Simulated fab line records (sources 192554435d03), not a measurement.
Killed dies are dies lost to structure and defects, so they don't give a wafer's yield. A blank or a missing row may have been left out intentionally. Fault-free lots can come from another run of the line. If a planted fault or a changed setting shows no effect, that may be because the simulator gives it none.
Matching of chambers    flow n5_finfet    N5_BEOL_M9_ILD_DEP_00 on pecvd-03 has 3 sister chambers
The step deposits SiCOH lowk from DEMS/porogen, target thk 308.51 nm, time 58 s. 6 wafers are shown with their chamber, then 12 later ones without.

## WAFERS PAIRED WITH THEIR CHAMBERS
wafer   chamber  throttle_valve_pct (%)  heater_power_w (W)
L082.4  2        12.6                    293
L082.5  0        14.7                    274
L082.6  1        13.7                    341
L088.1  0        14.5                    262
L088.2  1        13.3                    422
L088.4  2        12.9                    347

## WAFERS WHOSE CHAMBER IS MISSING
wafer   throttle_valve_pct (%)  heater_power_w (W)
L089.1  14.6                    264
L089.4  14.4                    281
L089.6  13.0                    317
L090.1  12.6                    325
L090.3  13.3                    358
L090.6  13.5                    365
L093.1  14.7                    278
L093.2  12.9                    286
L093.4  13.6                    394
L096.1  13.3                    373
L096.2  12.7                    329
L096.3  14.8                    254

## CHAMBER TAKEN BY EACH
wafer   from the rows above      in truth
L089.1  0                        0
L089.4  0                        0
L089.6  can't be placed: 2 or 1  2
L090.1  2                        2
L090.3  can't be placed: 1 or 2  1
L090.6  1                        1
L093.1  0                        0
L093.2  2                        2
L093.4  1                        1
L096.1  can't be placed: 1 or 2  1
L096.2  2                        2
L096.3  0                        0
Correctly placed: 9 of 12. Cannot be placed on the basis of these rows: 3; the candidates contain the true chamber in 3. 0 placed wrongly.
How it was worked out, from the rows above alone: a wafer's distance from a chamber is the root of the sum, over the readings, of the square of ((its reading less the chamber's mean) divided by the reading's scatter). If the next closest chamber is less than 2 further off than the closest, the wafer can't be placed; otherwise it belongs to the closest. Each chamber's mean is taken over the wafers shown for it. The scatter: the root of (the sum of the squares of (reading less its chamber's mean) over the shown wafers, divided by (wafers less chambers)).
